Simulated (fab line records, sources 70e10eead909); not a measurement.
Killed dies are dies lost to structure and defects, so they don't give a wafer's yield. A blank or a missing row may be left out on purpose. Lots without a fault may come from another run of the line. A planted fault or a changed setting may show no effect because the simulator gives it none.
fab line records | flow nand_harc | part 2 of 2: steps 5 to 6 of 6
record lots=21 wafers=63 last_day=33
route steps=1302 shown A_STAIRCASE@650
lots that met no fault: from a run of the same line without faults
start_h: hours from the record's first day to the start of the lot's first wafer shown | wait_h: hours since the lot's step before | " the same as in the row above | L1.1+2: a row that stands for several wafers | - no value, or no start given | * or withheld: withheld | < > ~ a bound
route shown NAME@n: a module of which the file shows steps, and the number in the route of the first | usual: mean/standard deviation of fault-free wafers | same: alike in all rows | chamber/n: place in a boat | sites: the reading at each site | _std_site: their standard deviation | _edge_site: outer sites' mean less inner sites' | radius_mm: how far each site lies from the wafer's centre | mask NAME#n: copy n | behind: the tool/chamber that last shaped the wafer | hold: why the lot was held/for how many hours/how that ended | device: the transistor (n, p or np) that didn't switch | end of line: the same wafers' tests at the end of the route | a step without rows: its recipe alone | killed: dies lost to structure and defects at the first sort, not the wafer's yield | map: a wafer's dies, x killed, . not, _ none there
set.NAME: the setting as run; set.NAME@STEP: as run at that earlier step | model.NAME: the simulator's own value behind a step, which no gauge read
steps of the route over a sample of lots; a table a step, a row a wafer
services: from which hour (start_h, from the record's first day; less than 0 if before it) a tool's chamber was out of use, for how many hours, and why
## steps
# step NHARC_A_STAIRCASE_DESCUM_252
# recipe time_s=3 o2_flow_sccm=200 ar_flow_sccm=0 bias_power_w=0 chemistry=O2
# usual drypump_motor_current_A=5.5/0.35 mfc_ar_sccm=0.007/0.011 oes_product_au=1.000/0.011 rf_vpp_V=58.1/0.98 showerhead_plenum_p_Torr=1.95/0.099 throttle_valve_pct=11.311/0.0095
# same bias_power_w=0
# columns lot.wafer tool chamber start_h wait_h drypump_motor_current_A mfc_ar_sccm oes_product_au rf_hours_counter_h rf_vpp_V showerhead_plenum_p_Torr throttle_valve_pct
L074.3 rie_diel-03 0 373.65 - 6.1 0 1.006 23 57.2 1.84 11.310
L074.4 " 3 " " 5.9 0 0.994 21 57.8 1.85 11.314
L074.5 " 1 " " 5.6 0 1.017 - 57.9 1.95 11.297
L075.4 rie_diel-06 3 375.56 - 5.4 0 1.002 25 59.0 2.07 11.300
L075.1 " 1 " " 4.8 0.032 1.009 28 57.6 1.86 11.321
L075.5 " 2 " " 5.7 0 1.002 - 58.4 2.07 11.318
L076.3 rie_diel-06 3 393.87 - 5.4 0 0.986 27 58.6 2.07 11.306
L076.4 " 0 " " 5.4 0 0.998 30 59.3 2.05 11.308
L076.1 " 1 " " 4.9 0.032 0.990 31 57.8 1.86 11.295
L077.2 rie_diel-06 2 408.75 - 5.7 0 0.992 36 58.4 2.06 11.327
L077.4 " 3 " " 5.4 0 0.993 36 56.3 2.06 11.332
L077.6 " 1 " " 4.8 0.032 0.983 - 56.5 1.86 11.323
L078.1 rie_diel-09 3 409.97 - 4.9 0 1.000 26 58.1 1.92 11.311
L078.4 " 3 " " 4.9 0 1.009 - 56.2 1.92 11.306
L078.6 " 1 " " 5.5 0.018 1.007 - 57.5 1.82 11.302
L080.1 rie_diel-09 0 421.30 - 5.8 0 1.015 29 58.7 2.05 11.317
L080.3 " 1 " " 5.5 0.018 1.015 33 59.1 1.82 11.320
L080.2 " 2 " " 5.6 0.010 1.014 31 57.8 1.83 11.302
L081.3 rie_diel-09 3 437.19 - 4.9 0 0.999 34 58.8 1.92 11.308
L081.1 " 0 " " 5.8 0 1.007 32 57.7 2.05 11.309
L081.5 " 1 " " 5.5 0.018 0.996 - 59.3 1.82 11.320
L082.3 rie_diel-06 0 451.50 - 5.4 0 1.004 54 58.9 2.04 11.312
L082.1 " 2 " " 5.7 0 1.001 53 60.3 2.06 11.309
L082.4 " 2 " " 5.7 0 1.000 - 59.6 2.06 11.302
L085.3 rie_diel-03 1 471.23 - 5.7 0 1.006 2 57.5 1.95 11.299
L085.2 " 2 " " 6.1 0.007 1.002 4 58.1 1.95 11.320
L085.6 " 1 " " 5.6 0 1.009 - 58.0 1.95 11.302
L084.1 rie_diel-09 0 473.28 - 5.8 0 1.010 41 59.7 2.04 11.315
L084.3 " 1 " " 5.5 0.018 1.019 52 56.7 1.82 11.303
L084.4 " 3 " " 4.8 0 1.012 49 59.6 1.91 11.300
L086.4 rie_diel-06 1 501.64 - 4.8 0.032 1.000 3 58.0 1.85 11.303
L086.1 " 3 " " 5.4 0 0.981 5 58.0 2.05 11.323
L086.6 " 2 " " 5.7 0 0.985 - 59.7 2.05 11.315
L089.1 rie_diel-09 0 511.75 - 5.8 0 1.004 1 59.1 2.04 11.305
L089.2 " 1 " " 5.5 0.018 0.987 1 58.2 1.81 11.312
L089.6 " 0 " " 5.8 0 0.994 - 57.8 2.04 11.308
L087.3 rie_diel-09 0 512.14 - 5.8 0 1.006 1 57.2 2.04 11.309
L087.1 " 2 " " 5.6 0.010 1.004 1 59.0 1.83 11.321
L087.4 " 3 " " 4.9 0 1.001 1 59.6 1.91 11.293
L088.3 rie_diel-03 1 517.20 - 5.6 0 1.005 15 57.7 1.94 11.323
L088.4 " 2 " " 6.1 0.007 0.992 - 58.1 1.94 11.303
L088.6 " 3 " " 5.9 0 0.986 - 57.8 1.84 11.326
L090.4 rie_diel-06 1 525.24 - 4.9 0.032 1.021 12 56.7 1.85 11.341
L090.3 " 2 " " 5.7 0 0.999 11 59.2 2.05 11.309
L090.5 " 2 " " 5.7 0 0.983 - 59.3 2.05 11.316
L092.1 rie_diel-06 2 537.92 - 5.7 0 0.987 17 59.7 2.05 11.317
L092.2 " 1 " " 4.8 0.032 1.021 19 58.2 1.85 11.299
L092.6 " 2 " " 5.7 0 0.985 - 59.3 2.05 11.328
L091.1 rie_diel-06 3 539.83 - 5.4 0 0.985 16 58.5 2.05 11.310
L091.2 " 1 " " 4.9 0.032 1.011 20 56.6 1.85 11.303
L091.6 " 0 " " 5.5 0 0.980 - 60.6 2.03 11.306
L093.1 rie_diel-09 1 548.46 - 5.5 0.018 0.998 14 57.9 1.81 11.317
L093.5 " 0 " " 5.8 0 1.021 - 58.9 2.04 11.316
L093.6 " 1 " " 5.5 0.018 0.996 - 58.5 1.81 11.310
L095.1 rie_diel-09 0 574.76 - 5.8 0 1.000 26 57.3 2.03 11.287
L095.3 " 2 " " 5.6 0.010 1.018 24 56.6 1.82 11.307
L095.5 " 1 " " 5.5 0.018 1.000 - 57.1 1.81 11.315
L096.1 rie_diel-06 2 574.77 - 5.7 0 0.986 30 59.1 2.04 11.307
L096.2 " 3 " " 5.4 0 0.995 28 57.4 2.04 11.311
L096.4 " 0 " " 5.4 0 0.986 35 58.2 2.02 11.315
L097.1 rie_diel-06 1 593.28 - 4.8 0.032 1.008 37 57.0 1.84 11.301
L097.4 " 0 " " 5.4 0 0.976 39 57.9 2.02 11.318
L097.6 " 2 " " 5.7 0 0.975 - 58.5 2.04 11.292
# step NHARC_A_STAIRCASE_STRIP_254
# recipe power_w=1500 temp_c=250 chemistry=O2
# usual drypump_motor_current_A=5.2/0.36 heater_power_w=346/14
# columns lot.wafer tool chamber start_h wait_h drypump_motor_current_A heater_power_w rf_hours_counter_h
L074.4 plasma_asher-01 0 373.92 - 5.5 361 -
L074.3 " 1 " " 5.6 346 -
L074.5 " 1 " " 5.7 347 -
L075.1 plasma_asher-02 0 375.77 - 5.4 322 24
L075.4 " 1 " " 4.7 370 -
L075.5 " 1 " " 4.7 352 -
L076.1 plasma_asher-01 0 394.04 - 5.5 351 9
L076.3 " 0 " " 5.6 350 -
L076.4 " 1 " " 5.6 347 -
L077.2 plasma_asher-02 1 408.96 - 4.7 364 33
L077.4 " 1 " " 4.7 358 -
L077.6 " 0 " " 5.3 327 -
L078.1 plasma_asher-02 0 410.18 - 5.4 334 33
L078.4 " 0 " " 5.4 330 -
L078.6 " 1 " " 4.7 367 -
L080.2 plasma_asher-02 1 421.47 - 4.7 368 38
L080.1 " 0 " " 5.4 327 38
L080.3 " 0 " " 5.4 339 -
L081.1 plasma_asher-02 0 437.59 - 5.4 329 2
L081.3 " 1 " " 4.7 356 -
L081.5 " 1 " " 4.7 359 -
L082.1 plasma_asher-02 0 451.72 - 5.3 326 9
L082.3 " 0 " " 5.4 338 -
L082.4 " 1 " " 4.7 362 -
L085.2 plasma_asher-02 1 471.42 - 4.7 350 17
L085.3 " 0 " " 5.3 318 -
L085.6 " 1 " " 4.7 355 -
L084.1 plasma_asher-02 1 473.64 - 4.7 362 19
L084.4 " 1 " " 4.7 370 -
L084.3 " 0 " " 5.3 323 -
L086.1 plasma_asher-02 1 501.81 - 4.7 362 27
L086.4 " 1 " " 4.7 365 -
L086.6 " 1 " " 4.7 355 -
L089.1 plasma_asher-02 1 512.12 - 4.7 348 33
L089.2 " 0 " " 5.4 329 33
L089.6 " 1 " " 4.7 365 -
L087.1 plasma_asher-02 1 512.74 - 4.7 365 33
L087.4 " 0 " " 5.4 335 -
L087.3 " 1 " " 4.7 363 -
L088.3 plasma_asher-01 1 517.47 - 5.6 348 -
L088.4 " 0 " " 5.6 348 -
L088.6 " 0 " " 5.6 355 -
L090.3 plasma_asher-02 0 525.51 - 5.4 330 -
L090.4 " 1 " " 4.7 367 -
L090.5 " 0 " " 5.4 332 -
L092.1 plasma_asher-01 0 538.17 - 5.6 357 2
L092.2 " 1 " " 5.6 357 2
L092.6 " 1 " " 5.6 353 -
L091.2 plasma_asher-02 1 540.05 - 4.7 347 42
L091.1 " 0 " " 5.3 333 42
L091.6 " 0 " " 5.3 334 -
L093.1 plasma_asher-02 1 548.67 - 4.7 366 43
L093.5 " 0 " " 5.4 331 -
L093.6 " 1 " " 4.7 360 -
L096.1 plasma_asher-01 0 574.97 - 5.6 337 10
L096.2 " 1 " " 5.6 353 10
L096.4 " 0 " " 5.6 349 -
L095.1 plasma_asher-02 1 575.02 - 4.7 357 48
L095.3 " 1 " " 4.7 351 -
L095.5 " 1 " " 4.7 363 -
L097.1 plasma_asher-02 1 593.45 - 4.7 356 53
L097.4 " 1 " " 4.7 358 -
L097.6 " 0 " " 5.4 339 -
## services
# columns tool chamber start_h hours kind
rie_diel-06 0 340.94 - clean
rie_diel-06 1 340.94 - clean
rie_diel-06 2 340.94 - clean
rie_diel-06 3 340.94 - clean
plasma_asher-01 - 342.00 9.0 pm
rie_diel-03 - 351.69 1.7 repair
plasma_asher-02 - 354.58 0.5 repair
plasma_asher-01 - 363.60 3.9 repair
rie_diel-03 3 364.10 3.4 repair
rie_diel-06 0 365.44 - clean
rie_diel-06 1 365.44 - clean
rie_diel-06 2 365.44 - clean
rie_diel-06 2 377.73 5.2 repair
plasma_asher-01 - 406.42 109.0 repair
rie_diel-09 0 406.89 7.1 repair
plasma_asher-02 - 426.65 9.0 pm
rie_diel-06 1 445.42 16.8 repair
rie_diel-03 - 459.15 9.0 pm
rie_diel-06 - 472.81 0.5 repair
rie_diel-06 - 484.44 9.0 pm
rie_diel-03 0 491.44 8.7 repair
rie_diel-09 - 499.72 9.0 pm
rie_diel-06 3 508.98 12.6 repair
plasma_asher-01 - 519.00 9.0 pm
